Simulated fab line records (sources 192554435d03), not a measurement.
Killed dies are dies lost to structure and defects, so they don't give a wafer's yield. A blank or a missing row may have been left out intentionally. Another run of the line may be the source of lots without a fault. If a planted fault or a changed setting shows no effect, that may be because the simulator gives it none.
Which tool is to blame? || flow n5_finfet || 24 lots with 72 wafers sampled at 4 steps, on a route of 1938 steps

## WHAT EACH GAUGE READ, for each wafer
N5_SD_EPI_P_CD_MEAS_09: the cd target is 240 nm.
{"lot": "L074", "measured": "day 3 17:10", "on": "cd_sem-01", "cd_nm (nm)": "240.9 240.5 240.4"}
{"lot": "L075", "measured": "day 3 21:12", "on": "cd_sem-01", "cd_nm (nm)": "239.2 239.6 239.2"}
{"lot": "L076", "measured": "day 3 21:31", "on": "cd_sem-03", "cd_nm (nm)": "242.2 242.1 242.3"}
{"lot": "L078", "measured": "day 4 04:46", "on": "cd_sem-02", "cd_nm (nm)": "240.3 239.9 240.9"}
{"lot": "L077", "measured": "day 4 08:49", "on": "cd_sem-01", "cd_nm (nm)": "242.8 243.0 241.9"}
{"lot": "L080", "measured": "day 4 17:21", "on": "cd_sem-02", "cd_nm (nm)": "241.3 240.4 240.4"}
{"lot": "L079", "measured": "day 4 18:27", "on": "cd_sem-01", "cd_nm (nm)": "241.8 240.8 241.3"}
{"lot": "L081", "measured": "day 5 01:19", "on": "cd_sem-01", "cd_nm (nm)": "239.9 240.8 241.9"}
{"lot": "L082", "measured": "day 5 09:17", "on": "cd_sem-03", "cd_nm (nm)": "240.1 239.0 239.7"}
{"lot": "L083", "measured": "day 5 09:26", "on": "cd_sem-02", "cd_nm (nm)": "240.0 240.2 238.6"}
{"lot": "L084", "measured": "day 5 16:51", "on": "cd_sem-02", "cd_nm (nm)": "240.2 240.9 239.9"}
{"lot": "L085", "measured": "day 6 01:19", "on": "cd_sem-01", "cd_nm (nm)": "239.5 239.5 239.8"}
{"lot": "L086", "measured": "day 6 10:19", "on": "cd_sem-01", "cd_nm (nm)": "239.2 241.1 241.9"}
{"lot": "L087", "measured": "day 6 12:56", "on": "cd_sem-03", "cd_nm (nm)": "241.7 242.4 240.9"}
{"lot": "L088", "measured": "day 6 19:20", "on": "cd_sem-03", "cd_nm (nm)": "242.3 241.1 243.6"}
{"lot": "L089", "measured": "day 7 06:13", "on": "cd_sem-01", "cd_nm (nm)": "241.2 241.7 241.8"}
{"lot": "L090", "measured": "day 7 07:49", "on": "cd_sem-01", "cd_nm (nm)": "240.4 240.4 241.7"}
{"lot": "L091", "measured": "day 7 11:34", "on": "cd_sem-01", "cd_nm (nm)": "239.8 240.3 240.5"}
{"lot": "L092", "measured": "day 7 19:32", "on": "cd_sem-01", "cd_nm (nm)": "239.9 241.0 239.9"}
{"lot": "L093", "measured": "day 8 04:27", "on": "cd_sem-01", "cd_nm (nm)": "240.7 240.2 240.9"}
{"lot": "L094", "measured": "day 8 07:27", "on": "cd_sem-01", "cd_nm (nm)": "241.6 239.9 242.0"}
{"lot": "L095", "measured": "day 8 13:51", "on": "cd_sem-02", "cd_nm (nm)": "240.8 239.8 240.4"}
{"lot": "L096", "measured": "day 8 19:57", "on": "cd_sem-02", "cd_nm (nm)": "241.1 239.4 240.4"}
{"lot": "L097", "measured": "day 8 23:47", "on": "cd_sem-03", "cd_nm (nm)": "242.3 241.6 241.5"}

N5_SD_EPI_P_INSPECT_11: inspects for defects (macro).
{"lot": "L074", "measured": "day 3 17:13", "on": "defect_inspect-01", "raw_defect_count": "2 2 0"}
{"lot": "L075", "measured": "day 3 21:16", "on": "defect_inspect-01", "raw_defect_count": "1 4 2"}
{"lot": "L076", "measured": "day 3 21:35", "on": "defect_inspect-01", "raw_defect_count": "0 2 4"}
{"lot": "L078", "measured": "day 4 04:49", "on": "defect_inspect-02", "raw_defect_count": "0 2 4"}
{"lot": "L077", "measured": "day 4 08:52", "on": "defect_inspect-01", "raw_defect_count": "4 1 3"}
{"lot": "L080", "measured": "day 4 17:24", "on": "defect_inspect-02", "raw_defect_count": "1 3 2"}
{"lot": "L079", "measured": "day 4 18:31", "on": "defect_inspect-02", "raw_defect_count": "1 4 5"}
{"lot": "L081", "measured": "day 5 01:22", "on": "defect_inspect-02", "raw_defect_count": "2 3 7"}
{"lot": "L082", "measured": "day 5 09:20", "on": "defect_inspect-02", "raw_defect_count": "2 3 1"}
{"lot": "L083", "measured": "day 5 09:30", "on": "defect_inspect-01", "raw_defect_count": "5 2 2"}
{"lot": "L084", "measured": "day 5 16:55", "on": "defect_inspect-01", "raw_defect_count": "2 1 2"}
{"lot": "L085", "measured": "day 6 01:22", "on": "defect_inspect-02", "raw_defect_count": "2 3 2"}
{"lot": "L086", "measured": "day 6 10:22", "on": "defect_inspect-02", "raw_defect_count": "0 2 4"}
{"lot": "L087", "measured": "day 6 12:59", "on": "defect_inspect-01", "raw_defect_count": "2 3 3"}
{"lot": "L088", "measured": "day 6 19:23", "on": "defect_inspect-02", "raw_defect_count": "2 2 0"}
{"lot": "L089", "measured": "day 7 06:17", "on": "defect_inspect-02", "raw_defect_count": "3 3 0"}
{"lot": "L090", "measured": "day 7 07:52", "on": "defect_inspect-01", "raw_defect_count": "1 1 3"}
{"lot": "L091", "measured": "day 7 11:37", "on": "defect_inspect-02", "raw_defect_count": "1 1 1"}
{"lot": "L092", "measured": "day 7 19:35", "on": "defect_inspect-01", "raw_defect_count": "4 0 2"}
{"lot": "L093", "measured": "day 8 04:31", "on": "defect_inspect-01", "raw_defect_count": "1 2 2"}
{"lot": "L094", "measured": "day 8 07:30", "on": "defect_inspect-01", "raw_defect_count": "1 0 1"}
{"lot": "L095", "measured": "day 8 13:54", "on": "defect_inspect-02", "raw_defect_count": "4 2 4"}
{"lot": "L096", "measured": "day 8 20:00", "on": "defect_inspect-01", "raw_defect_count": "1 2 3"}
{"lot": "L097", "measured": "day 8 23:50", "on": "defect_inspect-02", "raw_defect_count": "3 2 1"}

N5_SDB_THK_MEAS_31.
{"lot": "L074", "measured": "day 4 10:26", "on": "film_metro-02", "SDB_THK (nm)": "66.1 66.3 66.6"}
{"lot": "L075", "measured": "day 4 12:49", "on": "film_metro-01", "SDB_THK (nm)": "62.9 65.1 62.6"}
{"lot": "L076", "measured": "day 4 12:55", "on": "film_metro-01", "SDB_THK (nm)": "65.4 63.3 65.3"}
{"lot": "L078", "measured": "day 4 20:29", "on": "film_metro-01", "SDB_THK (nm)": "64.6 63.5 64.6"}
{"lot": "L077", "measured": "day 5 00:10", "on": "film_metro-02", "SDB_THK (nm)": "63.0 62.2 64.3"}
{"lot": "L080", "measured": "day 5 11:45", "on": "film_metro-01", "SDB_THK (nm)": "64.1 62.8 63.9"}
{"lot": "L079", "measured": "day 5 12:08", "on": "film_metro-01", "SDB_THK (nm)": "64.8 66.0 63.3"}
{"lot": "L081", "measured": "day 5 16:39", "on": "film_metro-02", "SDB_THK (nm)": "61.6 66.3 63.8"}
{"lot": "L082", "measured": "day 6 01:05", "on": "film_metro-01", "SDB_THK (nm)": "64.7 64.5 64.4"}
{"lot": "L083", "measured": "day 6 01:31", "on": "film_metro-01", "SDB_THK (nm)": "63.6 64.2 64.6"}
{"lot": "L084", "measured": "day 6 08:10", "on": "film_metro-01", "SDB_THK (nm)": "66.9 63.9 64.7"}
{"lot": "L085", "measured": "day 6 18:08", "on": "film_metro-02", "SDB_THK (nm)": "65.1 63.3 64.0"}
{"lot": "L086", "measured": "day 7 02:40", "on": "film_metro-02", "SDB_THK (nm)": "65.4 63.7 64.3"}
{"lot": "L087", "measured": "day 7 04:38", "on": "film_metro-01", "SDB_THK (nm)": "63.5 62.6 63.4"}
{"lot": "L088", "measured": "day 7 14:41", "on": "film_metro-02", "SDB_THK (nm)": "64.5 62.8 65.0"}
{"lot": "L089", "measured": "day 7 22:46", "on": "film_metro-02", "SDB_THK (nm)": "64.8 64.9 64.8"}
{"lot": "L090", "measured": "day 7 23:35", "on": "film_metro-02", "SDB_THK (nm)": "61.7 65.0 64.8"}
{"lot": "L091", "measured": "day 8 03:15", "on": "film_metro-01", "SDB_THK (nm)": "65.0 64.5 63.8"}
{"lot": "L092", "measured": "day 8 12:08", "on": "film_metro-02", "SDB_THK (nm)": "64.5 64.6 66.2"}
{"lot": "L093", "measured": "day 8 20:28", "on": "film_metro-02", "SDB_THK (nm)": "63.0 66.5 62.8"}
{"lot": "L094", "measured": "day 9 00:14", "on": "film_metro-02", "SDB_THK (nm)": "62.4 63.6 65.1"}
{"lot": "L095", "measured": "day 9 06:59", "on": "film_metro-02", "SDB_THK (nm)": "65.3 63.2 63.3"}
{"lot": "L096", "measured": "day 9 12:00", "on": "film_metro-02", "SDB_THK (nm)": "62.4 64.2 63.0"}
{"lot": "L097", "measured": "day 9 16:25", "on": "film_metro-02", "SDB_THK (nm)": "62.2 64.0 62.8"}

## WHICH TOOL RAN EACH LOT (tool, then ch and the chambers of the sampled wafers, then the start)
{"lot": "L074", "N5_ILD0_LINER_00": "ald_sin-01 ch 0,2, day 3 23:44"}
{"lot": "L075", "N5_ILD0_LINER_00": "ald_sin-01 ch 1,2, day 4 01:49"}
{"lot": "L076", "N5_ILD0_LINER_00": "ald_sin-04 ch 1,2, day 4 02:07"}
{"lot": "L078", "N5_ILD0_LINER_00": "ald_sin-02 ch 2,3, day 4 09:23"}
{"lot": "L077", "N5_ILD0_LINER_00": "ald_sin-02 ch 0,3, day 4 13:30"}
{"lot": "L080", "N5_ILD0_LINER_00": "ald_sin-04 ch 0,1,3, day 4 23:48"}
{"lot": "L079", "N5_ILD0_LINER_00": "ald_sin-02 ch 0,1, day 4 23:50"}
{"lot": "L081", "N5_ILD0_LINER_00": "ald_sin-01 ch 1,2, day 5 06:07"}
{"lot": "L082", "N5_ILD0_LINER_00": "ald_sin-04 ch 0,1,2, day 5 14:26"}
{"lot": "L083", "N5_ILD0_LINER_00": "ald_sin-04 ch 0,1,2, day 5 14:49"}
{"lot": "L084", "N5_ILD0_LINER_00": "ald_sin-02 ch 0,1,3, day 5 21:29"}
{"lot": "L085", "N5_ILD0_LINER_00": "ald_sin-02 ch 1,2, day 6 07:16"}
{"lot": "L086", "N5_ILD0_LINER_00": "ald_sin-04 ch 0,1,2, day 6 16:01"}
{"lot": "L087", "N5_ILD0_LINER_00": "ald_sin-01 ch 2,3, day 6 18:07"}
{"lot": "L088", "N5_ILD0_LINER_00": "ald_sin-01 ch 2,3, day 7 03:27"}
{"lot": "L089", "N5_ILD0_LINER_00": "ald_sin-01 ch 0,3, day 7 11:42"}
{"lot": "L090", "N5_ILD0_LINER_00": "ald_sin-01 ch 0,2, day 7 12:26"}
{"lot": "L091", "N5_ILD0_LINER_00": "ald_sin-01 ch 1,2,3, day 7 16:44"}
{"lot": "L092", "N5_ILD0_LINER_00": "ald_sin-02 ch 0,1,3, day 8 01:31"}
{"lot": "L093", "N5_ILD0_LINER_00": "ald_sin-01 ch 2,3, day 8 09:30"}
{"lot": "L094", "N5_ILD0_LINER_00": "ald_sin-04 ch 0,1,2, day 8 13:05"}
{"lot": "L095", "N5_ILD0_LINER_00": "ald_sin-04 ch 0,2,3, day 8 19:59"}
{"lot": "L096", "N5_ILD0_LINER_00": "ald_sin-02 ch 2,3, day 9 01:23"}
{"lot": "L097", "N5_ILD0_LINER_00": "ald_sin-02 ch 0,1,3, day 9 05:26"}
- N5_ILD0_LINER_00: material SiNx, target thk 4 nm, pulse time 1 s, purge time 2 s.

## AS READ BY THE TOOLS THEMSELVES (means over the sampled wafers that have a number; for cases with no such wafer, the mark the record gives instead)
N5_ILD0_LINER_00.
{"lot": "L074", "tool": "ald_sin-01", "chamber_pressure_Torr (Torr)": 2.000, "heater_power_w (W)": 803, "precursor_pulse_height_rel": 0.989, "susceptor_temp_C (C)": 400.26}
{"lot": "L075", "tool": "ald_sin-01", "chamber_pressure_Torr (Torr)": 2.004, "heater_power_w (W)": 893, "precursor_pulse_height_rel": 0.990, "susceptor_temp_C (C)": 400.12}
{"lot": "L076", "tool": "ald_sin-04", "chamber_pressure_Torr (Torr)": 2.001, "heater_power_w (W)": 762, "precursor_pulse_height_rel": 1.008, "susceptor_temp_C (C)": 399.96}
{"lot": "L078", "tool": "ald_sin-02", "chamber_pressure_Torr (Torr)": 2.005, "heater_power_w (W)": 809, "precursor_pulse_height_rel": 0.990, "susceptor_temp_C (C)": 400.14}
{"lot": "L077", "tool": "ald_sin-02", "chamber_pressure_Torr (Torr)": 1.996, "heater_power_w (W)": 806, "precursor_pulse_height_rel": 1.003, "susceptor_temp_C (C)": 399.85}
{"lot": "L080", "tool": "ald_sin-04", "chamber_pressure_Torr (Torr)": 2.004, "heater_power_w (W)": 810, "precursor_pulse_height_rel": 1.001, "susceptor_temp_C (C)": 399.76}
{"lot": "L079", "tool": "ald_sin-02", "chamber_pressure_Torr (Torr)": 2.001, "heater_power_w (W)": 799, "precursor_pulse_height_rel": 1.006, "susceptor_temp_C (C)": 400.06}
{"lot": "L081", "tool": "ald_sin-01", "chamber_pressure_Torr (Torr)": 1.996, "heater_power_w (W)": 887, "precursor_pulse_height_rel": 1.014, "susceptor_temp_C (C)": 400.00}
{"lot": "L082", "tool": "ald_sin-04", "chamber_pressure_Torr (Torr)": 2.006, "heater_power_w (W)": 787, "precursor_pulse_height_rel": 0.987, "susceptor_temp_C (C)": 400.20}
{"lot": "L083", "tool": "ald_sin-04", "chamber_pressure_Torr (Torr)": 1.997, "heater_power_w (W)": 796, "precursor_pulse_height_rel": 0.983, "susceptor_temp_C (C)": 400.03}
{"lot": "L084", "tool": "ald_sin-02", "chamber_pressure_Torr (Torr)": 1.997, "heater_power_w (W)": 825, "precursor_pulse_height_rel": 0.993, "susceptor_temp_C (C)": 399.87}
{"lot": "L085", "tool": "ald_sin-02", "chamber_pressure_Torr (Torr)": 1.995, "heater_power_w (W)": 776, "precursor_pulse_height_rel": 1.012, "susceptor_temp_C (C)": 400.03}
{"lot": "L086", "tool": "ald_sin-04", "chamber_pressure_Torr (Torr)": 2.000, "heater_power_w (W)": 785, "precursor_pulse_height_rel": 1.014, "susceptor_temp_C (C)": 400.01}
{"lot": "L087", "tool": "ald_sin-01", "chamber_pressure_Torr (Torr)": 2.001, "heater_power_w (W)": 822, "precursor_pulse_height_rel": 0.985, "susceptor_temp_C (C)": 400.08}
{"lot": "L088", "tool": "ald_sin-01", "chamber_pressure_Torr (Torr)": 2.001, "heater_power_w (W)": 774, "precursor_pulse_height_rel": 1.004, "susceptor_temp_C (C)": 400.08}
{"lot": "L089", "tool": "ald_sin-01", "chamber_pressure_Torr (Torr)": 2.004, "heater_power_w (W)": 753, "precursor_pulse_height_rel": 1.012, "susceptor_temp_C (C)": 400.02}
{"lot": "L090", "tool": "ald_sin-01", "chamber_pressure_Torr (Torr)": 1.998, "heater_power_w (W)": 826, "precursor_pulse_height_rel": 0.999, "susceptor_temp_C (C)": 399.95}
{"lot": "L091", "tool": "ald_sin-01", "chamber_pressure_Torr (Torr)": 2.001, "heater_power_w (W)": 853, "precursor_pulse_height_rel": 0.985, "susceptor_temp_C (C)": 399.95}
{"lot": "L092", "tool": "ald_sin-02", "chamber_pressure_Torr (Torr)": 2.001, "heater_power_w (W)": 841, "precursor_pulse_height_rel": 1.002, "susceptor_temp_C (C)": 399.87}
{"lot": "L093", "tool": "ald_sin-01", "chamber_pressure_Torr (Torr)": 1.999, "heater_power_w (W)": 782, "precursor_pulse_height_rel": 1.016, "susceptor_temp_C (C)": 400.09}
{"lot": "L094", "tool": "ald_sin-04", "chamber_pressure_Torr (Torr)": 1.998, "heater_power_w (W)": 789, "precursor_pulse_height_rel": 0.994, "susceptor_temp_C (C)": 400.29}
{"lot": "L095", "tool": "ald_sin-04", "chamber_pressure_Torr (Torr)": 1.997, "heater_power_w (W)": 864, "precursor_pulse_height_rel": 1.008, "susceptor_temp_C (C)": 399.89}
{"lot": "L096", "tool": "ald_sin-02", "chamber_pressure_Torr (Torr)": 2.000, "heater_power_w (W)": 795, "precursor_pulse_height_rel": 1.012, "susceptor_temp_C (C)": 399.93}
{"lot": "L097", "tool": "ald_sin-02", "chamber_pressure_Torr (Torr)": 1.998, "heater_power_w (W)": 826, "precursor_pulse_height_rel": 1.002, "susceptor_temp_C (C)": 399.77}

## THE ANSWER, worked out from the rows above alone
Rule: the usual values come from the lots themselves. The widest of any qualifying gaps counts: lots, ordered by their means at a reading, are off when they make up no more than a third of the lots, leave a main group of 4 or more, and stand apart from it by 3 or more times the standard deviation of that group's means. If all means in a main group match to the digits the tables above print for the reading, that group is not used. Also off: a lot with no number at a reading for which 4 or more lots have one. The other lots that the step has rows for count as sound. The gauges are gone through in route order, then the tools' own readings, and for those a lot's mean is taken as printed above. The first step at which some lot is off is used, and at that step the reading that is off furthest; a lot without a number counts as furthest.
Across all readings shown, no lot is off: no conclusion can be drawn from this.

## WHAT THE SIMULATOR HAD INSERTED
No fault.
